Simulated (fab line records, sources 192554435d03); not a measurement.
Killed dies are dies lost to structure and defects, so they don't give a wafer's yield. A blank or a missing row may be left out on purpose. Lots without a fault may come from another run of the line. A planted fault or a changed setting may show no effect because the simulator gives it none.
Chamber matching | flow n5_finfet | N5_SD_EPI_N_DESCUM_14 on rie_diel-06: 4 sister chambers
The step chemistry O2, time 7.9 s. 4 wafers are shown with their chamber, then 7 later ones without.

WAFERS WITH THEIR CHAMBER
wafer  | chamber | showerhead_plenum_p_Torr (Torr)
L090.1 | 0       | 2.25
L090.5 | 3       | 2.20
L091.1 | 2       | 2.23
L091.4 | 1       | 2.02

WAFERS WITHOUT THEIR CHAMBER
wafer  | showerhead_plenum_p_Torr (Torr)
L091.5 | 2.20
L094.1 | 2.23
L094.2 | 2.20
L094.3 | 2.01
L094.4 | 2.25
L094.5 | 2.25
L094.6 | 2.01

WHICH CHAMBER EACH WENT THROUGH
wafer  | from the rows above | in truth
L091.5 | 3                   | 3
L094.1 | 2                   | 2
L094.2 | 3                   | 3
L094.3 | 1                   | 1
L094.4 | 0                   | 0
L094.5 | 0                   | 0
L094.6 | 1                   | 1
Placed correctly: 7 of 7. Can't be placed from these rows: 0. Placed wrongly: 0.
How it was worked out, from the rows above alone: a wafer's distance from a chamber is the root of the sum, over the readings, of the square of ((its reading less the chamber's mean) divided by the reading's scatter). The wafer belongs to the nearest chamber; if the next one is less than 2 further off, it can't be placed. A chamber's mean is the mean of its shown wafers. The scatter: with one shown wafer a chamber, the root of the mean of the squares of how far each hidden wafer lies from its nearest shown one.
